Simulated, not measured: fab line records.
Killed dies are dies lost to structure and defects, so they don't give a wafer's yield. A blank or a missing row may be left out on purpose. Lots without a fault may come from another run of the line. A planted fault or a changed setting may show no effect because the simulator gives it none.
fab line records ; flow n5-finfet
record lots=8; wafers=24; last-day=18
route steps=1938 shown BEOL_M1@793 BEOL_M4@1111 PASSIVATION@1936
lots untouched by any fault: they come from a run of this same line in which no faults occurred
start-h: hours from the record's first day to the start of the lot's first wafer shown ; wait-h: how many hours have passed since the lot's step before this one ; " same as the row above ; L1.1+2: one row covering several wafers at once ; - either no value or no given start ; * or withheld: withheld ; < > ~ a bound
route shown NAME@n: a module of which the file shows steps, and the number in the route of the first ; usual: mean/standard deviation taken from wafers without a fault ; same: alike in all rows ; chamber/n: place in a boat ; sites: the reading at each site ; _std_site: how widely they spread, as a standard deviation ; _edge_site: inner sites' mean taken away from outer sites' mean ; radius-mm: for every site, how far away it sits from the centre of the wafer ; mask NAME#n: copy n ; behind: the most recent tool/chamber to have shaped the wafer ; hold: why the lot went on hold/how many hours it stayed there/how the hold came to an end ; device: whichever transistor did not switch (one of n, p or np) ; end of line: the same wafers' tests at the end of the route ; step lacking rows: just its recipe ; killed: not the wafer's yield, but the dies lost to structure and defects at the first sort ; map: shows each die of a wafer: x if killed, . if not, _ if none is there
set.NAME: setting as actually run; set.NAME@STEP: the setting as run at that earlier step ; model.NAME: the simulator's own value behind a step, which no gauge read
a sample of lots followed through the steps of the route, with each step as a table and each wafer as a row
services: from which hour (start-h, from the record's first day; less than 0 if before it) a tool's chamber was out of use, for how many hours, and why
## steps
# step N5_BEOL_M1_ETCHBACK_99
# recipe chemistry=CHF3; target=SiO2; target-depth-a=50; time-s=10.4; source-w=215; bias-w=47; Ar_flow_sccm=200; CHF3_flow_sccm=12; ion-energy-ev=100; pressure-mtorr=30
# usual bias-w=46.98/0.15; drypump-motor-current-A=5.9/0.4; oes_ar_750_au=0.76/0.072; oes-product-au=0.76/0.075; rf-vpp-V=241/3.5; showerhead-plenum-p-Torr=2.18/0.061; throttle-valve-pct=17.14/0.29
lot.wafer;tool;chamber;start-h;wait-h;bias-w;drypump-motor-current-A;oes_ar_750_au;oes-product-au;rf-hours-counter-h;rf-vpp-V;showerhead-plenum-p-Torr;throttle-valve-pct
L661.1;rie-diel-04;2;138.97;0.6;47.12;6.4;0.69;0.70;220;244;2.21;17.37
L661.2;rie-diel-04;1;138.97;0.6;46.88;6.3;0.76;0.76;131;239;2.27;17.14
L661.5;rie-diel-04;0;138.97;0.6;46.86;6.1;0.86;0.88;-;247;2.18;16.56
L662.1;rie-diel-04;2;158.21;16.8;46.98;6.4;0.69;0.69;225;243;2.21;17.37
L662.2;rie-diel-04;0;158.21;16.8;46.75;6.1;0.86;0.85;60;246;2.17;16.55
L662.5;rie-diel-04;1;158.21;16.8;47.11;6.3;0.76;0.75;-;240;2.27;17.16
L664.2;rie-diel-03;2;168.58;6.8;46.92;5.7;0.84;0.84;67;239;2.12;16.96
L664.3;rie-diel-03;1;168.58;6.8;46.99;5.7;0.69;0.69;196;239;2.22;17.20
L664.4;rie-diel-03;0;168.58;6.8;47.03;6.2;0.70;0.69;-;243;2.21;17.44
L670.1;rie-diel-04;0;200.53;8.5;46.80;6.1;0.84;0.85;73;247;2.17;16.59
L670.3;rie-diel-04;1;200.53;8.5;46.89;6.3;0.75;0.74;150;238;2.27;17.21
L670.6;rie-diel-04;1;200.53;8.5;46.91;6.4;0.74;0.74;-;241;2.27;17.19
L673.1;rie-diel-04;1;213.60;6.7;47.04;6.3;0.75;0.74;155;241;2.26;17.20
L673.3;rie-diel-04;3;213.60;6.7;46.67;5.3;0.73;0.73;198;240;2.22;17.41
L673.6;rie-diel-04;2;213.60;6.7;46.78;6.4;0.67;0.67;-;243;2.20;17.43
L676.1;rie-diel-03;3;233.56;7.2;47.10;6.3;0.90;0.90;15;241;2.19;16.61
L676.5;rie-diel-03;3;233.56;7.2;46.87;6.3;0.91;0.90;-;242;2.19;16.59
L676.6;rie-diel-03;2;233.56;7.2;47.07;5.7;0.81;0.82;-;239;2.11;17.01
L677.4;rie-diel-03;2;234.30;3.1;47.05;5.7;0.82;0.82;-;240;2.11;17.01
L677.5;rie-diel-03;1;234.30;3.1;47.08;5.7;0.68;0.67;-;237;2.21;17.24
L677.6;rie-diel-03;3;234.30;3.1;46.72;6.3;0.91;0.90;-;242;2.19;16.61
L681.2;rie-diel-03;0;263.08;5.1;46.84;6.2;0.97;0.98;4;243;2.20;17.02
L681.4;rie-diel-03;1;263.08;5.1;47.12;5.7;0.67;0.67;224;237;2.21;17.25
L681.6;rie-diel-03;1;263.08;5.1;47.22;5.7;0.67;0.66;-;238;2.21;17.25
# step N5_BEOL_M1_ETCH_70
# recipe chemistry=N2/H2; target=SOC; target-depth-a=800; overetch-a=160; mask-material=SiARC; temp-c=40; time-s=120; ion-energy-ev=200; pressure-mtorr=30; source-w=840; bias-w=150; n2-flow-sccm=200; h2-flow-sccm=200
# usual bias-w=150.0/0.39; drypump-motor-current-A=5.9/0.4; oes-product-au=0.58/0.055; rf-fwd-power-W=835.4/2.7; rf-vpp-V=524.6/2.1; showerhead-plenum-p-Torr=2.58/0.072; throttle-valve-pct=17.87/0.29
lot.wafer;tool;chamber;start-h;wait-h;bias-w;drypump-motor-current-A;oes-product-au;rf-fwd-power-W;rf-hours-counter-h;rf-vpp-V;showerhead-plenum-p-Torr;throttle-valve-pct
L661.1;rie-diel-04;2;139.01;0.0;149.6;6.4;0.52;840.3;220;526.1;2.63;18.17
L661.2;rie-diel-04;1;139.01;0.0;150.3;6.3;0.58;836.4;131;526.5;2.65;17.64
L661.5;rie-diel-04;0;139.01;0.0;149.4;6.1;0.68;835.2;-;524.9;2.60;17.43
L662.1;rie-diel-04;2;158.24;0.0;150.0;6.5;0.52;840.4;225;526.1;2.63;18.22
L662.2;rie-diel-04;0;158.24;0.0;149.1;6.0;0.66;831.9;60;525.9;2.59;17.47
L662.5;rie-diel-04;1;158.24;0.0;150.3;6.3;0.58;836.7;-;528.0;2.65;17.66
L664.2;rie-diel-03;2;168.61;0.0;149.5;5.7;0.63;835.8;67;522.2;2.47;17.55
L664.3;rie-diel-03;1;168.61;0.0;149.5;5.8;0.54;837.5;196;526.0;2.64;18.02
L664.4;rie-diel-03;0;168.61;0.0;149.8;6.2;0.54;826.5;-;526.0;2.62;18.21
L670.1;rie-diel-04;0;200.57;0.0;150.1;6.1;0.65;631.1;73;575.1;2.59;17.48
L670.3;rie-diel-04;1;200.57;0.0;149.8;6.3;0.57;631.6;150;577.7;2.64;17.66
L670.6;rie-diel-04;1;200.57;0.0;149.3;6.4;0.58;635.7;-;575.5;2.64;17.66
L673.1;rie-diel-04;1;213.64;0.0;149.8;6.3;0.58;635.0;155;576.5;2.64;17.68
L673.3;rie-diel-04;3;213.64;0.0;149.6;5.4;0.56;634.9;198;576.5;2.63;18.19
L673.6;rie-diel-04;2;213.64;0.0;149.8;6.4;0.51;628.0;-;575.6;2.62;18.24
L676.1;rie-diel-03;3;233.60;0.0;149.4;6.4;0.71;835.2;15;525.9;2.60;17.32
L676.5;rie-diel-03;3;233.60;0.0;149.7;6.4;0.70;833.7;-;525.0;2.60;17.33
L676.6;rie-diel-03;2;233.60;0.0;150.9;5.7;0.62;833.9;-;521.8;2.46;17.57
L677.4;rie-diel-03;2;234.36;0.0;149.8;5.7;0.62;840.6;-;521.7;2.46;17.57
L677.5;rie-diel-03;1;234.36;0.0;150.7;5.8;0.53;834.1;-;525.8;2.63;18.05
L677.6;rie-diel-03;3;234.36;0.0;149.7;6.4;0.70;837.8;-;525.0;2.60;17.33
L681.2;rie-diel-03;0;263.11;0.0;149.5;6.2;0.74;832.9;4;525.7;2.61;17.79
L681.4;rie-diel-03;1;263.11;0.0;150.0;5.7;0.53;832.7;224;523.6;2.63;18.05
L681.6;rie-diel-03;1;263.11;0.0;150.3;5.7;0.53;834.9;-;526.0;2.63;18.06
# step N5_BEOL_M1_VIA_ETCH_34
# recipe chemistry=C4F6/O2; target-depth-a=678; mask-material=SOC; pressure-mtorr=15; ion-energy-ev=250; taper-deg=4; time-s=64.4; source-w=350; bias-w=170; Ar_flow_sccm=300; C4F6_flow_sccm=10; O2_flow_sccm=10
# usual bias-w=170.0/0.47; drypump-motor-current-A=5.9/0.4; oes_ar_750_au=0.76/0.072; oes_o_777_au=0.76/0.078; oes-product-au=0.76/0.075; rf-fwd-power-W=347.0/1.3; rf-vpp-V=665/9.5; showerhead-plenum-p-Torr=2.88/0.078; throttle-valve-pct=30.8/0.32
lot.wafer;tool;chamber;start-h;wait-h;bias-w;drypump-motor-current-A;oes_ar_750_au;oes_o_777_au;oes-product-au;rf-fwd-power-W;rf-hours-counter-h;rf-vpp-V;showerhead-plenum-p-Torr;throttle-valve-pct
L661.1;rie-diel-04;2;139.11;0.0;170.2;6.4;0.69;0.70;0.70;349.0;220;671;2.91;31.0
L661.2;rie-diel-04;1;139.11;0.0;169.6;6.3;0.77;0.74;0.76;348.2;131;665;2.99;30.9
L661.5;rie-diel-04;0;139.11;0.0;170.2;6.1;0.86;0.86;0.86;344.8;-;683;2.87;30.2
L662.1;rie-diel-04;2;158.34;0.0;169.5;6.4;0.69;0.69;0.69;348.5;225;671;2.91;31.0
L662.2;rie-diel-04;0;158.34;0.0;170.2;6.1;0.86;0.85;0.87;345.8;60;682;2.87;30.2
L662.5;rie-diel-04;1;158.34;0.0;169.6;6.3;0.76;0.75;0.75;346.8;-;664;2.99;30.9
L664.2;rie-diel-03;2;168.71;0.0;170.6;5.7;0.84;0.86;0.85;346.5;67;665;2.80;30.9
L664.3;rie-diel-03;1;168.71;0.0;171.3;5.7;0.69;0.66;0.70;346.1;196;658;2.93;30.8
L664.4;rie-diel-03;0;168.71;0.0;170.3;6.2;0.70;0.72;0.70;346.7;-;675;2.92;31.1
L670.1;rie-diel-04;0;200.67;0.0;170.2;6.1;0.84;0.84;0.84;345.5;73;683;2.86;30.2
L670.3;rie-diel-04;1;200.67;0.0;170.8;6.4;0.75;0.73;0.73;347.4;150;664;2.99;30.9
L670.6;rie-diel-04;1;200.67;0.0;170.6;6.3;0.75;0.73;0.74;347.9;-;665;2.99;30.9
L673.1;rie-diel-04;1;213.74;0.0;170.4;6.3;0.75;0.73;0.73;348.2;155;664;2.98;30.9
L673.3;rie-diel-04;3;213.74;0.0;171.1;5.3;0.73;0.72;0.73;345.0;198;663;2.93;31.0
L673.6;rie-diel-04;2;213.74;0.0;170.1;6.4;0.68;0.67;0.68;347.2;-;672;2.90;31.0
L676.1;rie-diel-03;3;233.70;0.0;169.5;6.3;0.90;0.91;0.91;345.7;15;669;2.90;30.2
L676.5;rie-diel-03;3;233.70;0.0;169.3;6.3;0.91;0.90;0.90;346.1;-;668;2.90;30.2
L676.6;rie-diel-03;2;233.70;0.0;169.3;5.7;0.81;0.84;0.81;348.6;-;663;2.79;30.9
L677.4;rie-diel-03;2;234.45;0.0;169.6;5.7;0.82;0.83;0.82;348.9;-;665;2.79;30.9
L677.5;rie-diel-03;1;234.45;0.0;170.5;5.7;0.68;0.65;0.68;346.0;-;656;2.92;30.8
L677.6;rie-diel-03;3;234.45;0.0;170.2;6.3;0.90;0.89;0.91;344.9;-;670;2.90;30.2
L681.2;rie-diel-03;0;263.21;0.0;169.7;6.2;0.96;0.98;0.99;347.1;4;674;2.91;30.9
L681.4;rie-diel-03;1;263.21;0.0;169.2;5.8;0.67;0.65;0.67;345.6;224;656;2.92;30.8
L681.6;rie-diel-03;1;263.21;0.0;169.6;5.7;0.67;0.65;0.67;346.3;-;658;2.92;30.8
# step N5_BEOL_M1_STRIP_36
# recipe chemistry=N2/H2; power-w=450; temp-c=40; pressure-mtorr=20; rf-frequency-hz=6e+07; overash-fraction=0.3; bias-power-w=7; h2-frac=0.5; n2-flow-sccm=200; h2-flow-sccm=200
# usual drypump-motor-current-A=5.9/0.4; oes-product-au=0.76/0.073; rf-vpp-V=59.1/1.5; showerhead-plenum-p-Torr=2.57/0.072; throttle-valve-pct=23.7/0.32
# same overash-fraction=0.3
lot.wafer;tool;chamber;start-h;wait-h;drypump-motor-current-A;oes-product-au;rf-hours-counter-h;rf-vpp-V;showerhead-plenum-p-Torr;throttle-valve-pct
L661.1;rie-diel-04;2;139.17;0.0;6.4;0.70;220;57.0;2.62;24.0
L661.2;rie-diel-04;1;139.17;0.0;6.3;0.76;131;59.6;2.64;23.3
L661.5;rie-diel-04;0;139.17;0.0;6.1;0.88;-;59.9;2.59;23.4
L662.1;rie-diel-04;2;158.40;0.0;6.4;0.69;225;59.9;2.62;24.0
L662.2;rie-diel-04;0;158.40;0.0;6.1;0.87;60;57.9;2.59;23.3
L662.5;rie-diel-04;1;158.40;0.0;6.3;0.75;-;61.4;2.64;23.3
L664.2;rie-diel-03;2;168.77;0.0;5.7;0.84;67;58.5;2.47;23.3
L664.3;rie-diel-03;1;168.77;0.0;5.8;0.70;196;58.6;2.64;23.8
L664.4;rie-diel-03;0;168.77;0.0;6.2;0.68;-;56.6;2.62;24.1
L670.1;rie-diel-04;0;200.73;0.0;6.1;0.86;73;62.0;2.59;23.4
L670.3;rie-diel-04;1;200.73;0.0;6.3;0.75;151;58.5;2.64;23.3
L670.6;rie-diel-04;1;200.73;0.0;6.3;0.74;-;58.3;2.64;23.3
L673.1;rie-diel-04;1;213.80;0.0;6.3;0.73;155;57.1;2.63;23.3
L673.3;rie-diel-04;3;213.80;0.0;5.4;0.73;198;59.4;2.63;23.9
L673.6;rie-diel-04;2;213.80;0.0;6.4;0.67;-;58.0;2.61;24.0
L676.1;rie-diel-03;3;233.76;0.0;6.3;0.91;15;57.6;2.59;23.1
L676.5;rie-diel-03;3;233.76;0.0;6.4;0.91;-;60.8;2.59;23.1
L676.6;rie-diel-03;2;233.76;0.0;5.7;0.79;-;59.2;2.46;23.3
L677.4;rie-diel-03;2;234.50;0.0;5.7;0.81;-;57.0;2.46;23.3
L677.5;rie-diel-03;1;234.50;0.0;5.7;0.69;-;59.3;2.63;23.9
L677.6;rie-diel-03;3;234.50;0.0;6.4;0.90;-;58.9;2.59;23.1
L681.2;rie-diel-03;0;263.27;0.0;6.2;0.98;4;60.4;2.61;23.8
L681.4;rie-diel-03;1;263.27;0.0;5.8;0.67;224;60.2;2.62;23.9
L681.6;rie-diel-03;1;263.27;0.0;5.8;0.67;-;60.5;2.62;23.8
# step N5_BEOL_M4_RC_MEAS_101
# usual DIBL_N=36.3/1.8; DIBL_P=36.5/2.1; IOFF_N=0.16/0.031; IOFF_P=0.22/0.038; ION_N=677/12; ION_P=466/7.8; SS_N=71.5/0.61; SS_P=73.2/0.7; VT_N=249/3; VT_P=-248.9/3
lot.wafer;tool;chamber;start-h;wait-h;DIBL_N[mV/V];DIBL_P[mV/V];IOFF_N[nA/um];IOFF_P[nA/um];ION_N[uA/um];ION_P[uA/um];SS_N[mV/dec];SS_P[mV/dec];VT_N[mV];VT_P[mV]
L661.1;prober-02;0;200.24;0.0;38.2;38.6;0.20;0.24;693;464;72.0;73.6;247;-246.9
L661.2;prober-02;0;200.24;0.0;36.2;36.3;0.17;0.20;688;462;71.4;72.0;250;-250.2
L661.5;prober-02;0;200.24;0.0;39.2;38.9;0.22;0.27;691;466;72.4;73.8;244;-246.2
L662.1;prober-02;0;201.17;0.8;35.9;36.8;0.15;0.20;667;456;72.2;73.3;250;-249.2
L662.2;prober-02;0;201.17;0.8;36.7;37.7;0.17;0.22;664;459;72.4;73.4;252;-251.5
L662.5;prober-02;0;201.17;0.8;36.4;37.2;0.16;0.20;687;463;71.9;73.5;248;-251.7
L664.2;prober-01;0;231.71;0.2;38.0;38.8;0.20;0.24;697;470;72.1;74.1;246;-249.7
L664.3;prober-01;0;231.71;0.2;38.9;39.3;0.21;0.25;705;468;71.5;74.0;246;-250.0
L664.4;prober-01;0;231.71;0.2;37.6;37.4;0.17;0.22;679;458;71.4;74.1;249;-252.2
L670.1;prober-02;0;248.72;0.0;35.6;34.6;0.15;0.21;664;460;70.8;72.6;251;-247.7
L670.3;prober-02;0;248.72;0.0;35.2;34.5;0.15;0.21;675;466;70.6;73.3;250;-248.2
L670.6;prober-02;0;248.72;0.0;36.9;36.5;0.18;0.25;675;463;71.5;73.8;248;-245.0
L673.1;prober-02;0;267.05;0.0;36.2;36.2;0.15;0.23;666;464;71.3;73.1;252;-248.3
L673.3;prober-02;0;267.05;0.0;35.5;36.1;0.15;0.22;679;474;71.7;73.5;247;-250.4
L673.6;prober-02;0;267.05;0.0;39.4;40.5;0.21;0.32;687;479;71.9;73.8;244;-243.2
L677.4;prober-02;0;281.58;0.5;34.9;35.1;0.15;0.21;681;469;71.1;72.8;247;-249.8
L677.5;prober-02;0;281.58;0.5;37.3;38.4;0.20;0.25;686;470;71.6;73.8;247;-248.2
L677.6;prober-02;0;281.58;0.5;34.2;34.0;0.14;0.18;664;462;71.3;72.1;251;-254.4
L676.1;prober-01;0;281.64;0.0;35.2;34.0;0.14;0.20;668;466;71.4;72.5;251;-248.6
L676.5;prober-01;0;281.64;0.0;35.4;34.4;0.14;0.20;670;470;70.9;72.0;250;-248.9
L676.6;prober-01;0;281.64;0.0;36.0;35.0;0.16;0.22;685;478;71.8;72.4;248;-248.1
L681.2;prober-01;0;316.46;0.2;36.1;36.8;0.17;0.23;682;469;71.8;73.2;248;-249.1
L681.4;prober-01;0;316.46;0.2;36.2;36.5;0.16;0.23;682;475;71.7;72.9;248;-246.7
L681.6;prober-01;0;316.46;0.2;36.2;37.3;0.16;0.25;683;467;71.4;73.1;249;-244.5
# step N5_PASSIVATION_PROBE_49
# usual defect-limited-yield=91.2/1.5; killed_at_M0_to_M3=33/9.6; killed_at_M4_up=14/5.6; killed-at-contacts=14/5.5; killed-at-front-end=40/13; killed-at-other=4/3; killed-dies=104/17; killed-open=68/13; killed-short=33/7.2; sort_bin_5_function=5.2/0.95; sort_bin_6_memory=3.3/0.62; sort-n-pass=1076/17; sort-yield-pct=91.2/1.5
# same gross-dies=1180; killed-at-back-side=0; sort_bin_4_leakage[%]=0; sort_bin_8_speed[%]=0
lot.wafer;tool;chamber;start-h;wait-h;defect-limited-yield[%];killed_at_M0_to_M3;killed_at_M4_up;killed-at-contacts;killed-at-front-end;killed-at-other;killed-dies;killed-open;killed-short;sort_bin_5_function[%];sort_bin_6_memory[%];sort-n-pass;sort-yield-pct[%]
L664.2;prober-01;-;337.64;0.1;92.2;18;16;24;32;2;92;66;25;4.9;2.7;1088;92.2
L664.3;prober-01;-;337.69;0.1;90.4;29;17;24;36;7;113;72;38;5.3;3.6;1067;90.4
L664.4;prober-01;-;337.74;0.2;89.3;33;11;25;44;13;126;82;42;6.2;4.1;1054;89.3
L673.1;prober-02;-;386.41;0.0;91.6;31;8;17;41;2;99;59;38;5.0;2.9;1081;91.6
L673.3;prober-02;-;386.51;0.1;93.3;18;9;13;36;3;79;49;23;3.6;2.5;1101;93.3
L673.6;prober-02;-;386.66;0.3;91.9;31;11;8;39;6;95;63;32;4.2;3.4;1085;91.9
L677.4;prober-01;-;393.99;0.2;90.1;38;16;13;50;0;117;68;46;6.3;3.3;1063;90.1
L677.5;prober-01;-;394.04;0.2;89.2;63;12;12;37;3;127;86;40;6.3;4.1;1053;89.2
# killed by level:class
L664.2 MOL_CONTACT_COAG:geometric-particle:open=19 STI_FIN_REVEAL:geometric-particle:open=13 FIN_SAQP:geometric-particle:open=7 BEOL_M4:geometric-particle:open=7 MOL_CONTACT_COAG:geometric-particle:short=5 BEOL_M5:geometric-particle:open=5 GATE_CUT:geometric-particle:short=3 BEOL_M0_SAQP:geometric-particle:short=3
L664.3 MOL_CONTACT_COAG:geometric-particle:open=19 FIN_SAQP:geometric-particle:open=9 FIN_SAQP:geometric-particle:short=7 BEOL_M0_SAQP:geometric-particle:short=6 BEOL_M3:geometric-particle:open=6 DUMMY_GATE:geometric-particle:open=5 MOL_CONTACT_COAG:geometric-particle:short=5 BEOL_M0_SAQP:geometric-particle:open=5
L664.4 MOL_CONTACT_COAG:geometric-particle:open=20 STI_FIN_REVEAL:geometric-particle:open=16 BEOL_M0_SAQP:geometric-particle:open=10 FIN_SAQP:geometric-particle:open=5 FIN_SAQP:geometric-particle:short=5 MOL_CONTACT_COAG:geometric-particle:short=5 BEOL_M1:geometric-particle:short=5 BEOL_M3:geometric-particle:open=5
L673.1 FIN_SAQP:geometric-particle:open=12 MOL_CONTACT_COAG:geometric-particle:open=9 FIN_SAQP:geometric-particle:short=8 STI_FIN_REVEAL:geometric-particle:open=7 MOL_CONTACT_COAG:geometric-particle:short=7 BEOL_M2:geometric-particle:open=7 BEOL_M2:geometric-particle:short=6 BEOL_M3:geometric-particle:open=6
L673.3 MOL_CONTACT_COAG:geometric-particle:open=13 FIN_SAQP:geometric-particle:open=6 HKMG_FIN:area-etch=6 FIN_SAQP:geometric-particle:short=5 STI_FIN_REVEAL:geometric-particle:open=4 BEOL_M3:geometric-particle:short=4 DUMMY_GATE:geometric-particle:open=4 BEOL_M4:geometric-particle:open=4
L673.6 FIN_SAQP:geometric-particle:open=11 BEOL_M1:geometric-particle:open=8 STI_FIN_REVEAL:geometric-particle:open=7 MOL_CONTACT_COAG:geometric-particle:open=7 FIN_SAQP:geometric-particle:short=6 BEOL_M2:geometric-particle:open=6 BEOL_M4:geometric-particle:open=6 GATE_CUT:geometric-particle:short=4
L677.4 BEOL_M0_SAQP:geometric-particle:short=12 STI_FIN_REVEAL:geometric-particle:open=11 MOL_CONTACT_COAG:geometric-particle:open=11 FIN_SAQP:geometric-particle:short=8 BEOL_M4:geometric-particle:open=8 BEOL_M2:geometric-particle:open=6 GATE_CUT:geometric-particle:short=5 GATE_CUT:geometric-particle:open=5
L677.5 BEOL_M0_SAQP:geometric-particle:open=22 BEOL_M0_SAQP:geometric-particle:short=17 BEOL_M2:geometric-particle:open=13 MOL_CONTACT_COAG:geometric-particle:open=10 FIN_SAQP:geometric-particle:short=8 BEOL_M4:geometric-particle:open=7 STI_FIN_REVEAL:geometric-particle:open=6 DUMMY_GATE:geometric-particle:open=6
## services
tool;chamber;start-h;hours;kind
rie-diel-04;-;122.71;2.8;pm
rie-diel-03;3;166.76;-;clean
rie-diel-03;3;166.76;-;consumable-replace:focus-ring
rie-diel-03;3;166.76;20.0;scheduled-down
rie-diel-03;3;166.76;20.0;vent-cycle
rie-diel-03;0;224.48;-;clean
rie-diel-03;0;224.48;-;consumable-replace:focus-ring
rie-diel-03;0;224.48;20.7;scheduled-down
rie-diel-03;0;224.48;20.7;vent-cycle
rie-diel-04;2;234.06;-;clean
rie-diel-04;2;234.06;-;consumable-replace:focus-ring
rie-diel-04;2;234.06;14.5;scheduled-down
rie-diel-04;2;234.06;14.5;vent-cycle
## key
first-sign step=N5_BEOL_M1_ETCH_70; reading=rf-fwd-power-W; direction=down; sigmas=74; usual=*; struck=*
effect step=N5_BEOL_M1_ETCH_70; reading=rf-vpp-V; direction=up; sigmas=24; usual=524.6; struck=576.1
met-at N5_BEOL_M1_ETCH_70
struck-lots L670,L673
not-acting-at N5_BEOL_M1_ETCHBACK_99,N5_BEOL_M1_VIA_ETCH_34,N5_BEOL_M1_STRIP_36
onset-between 158.24 200.57
fault kind=process-parameter-drift; tool=rie-diel-04; chamber=-; onset-h=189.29; steps=N5_BEOL_M1_ETCH_70; channel=source-w; offset=-201.6; shape=step; end-h=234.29; acts-in=these-recipes-only; stated=840
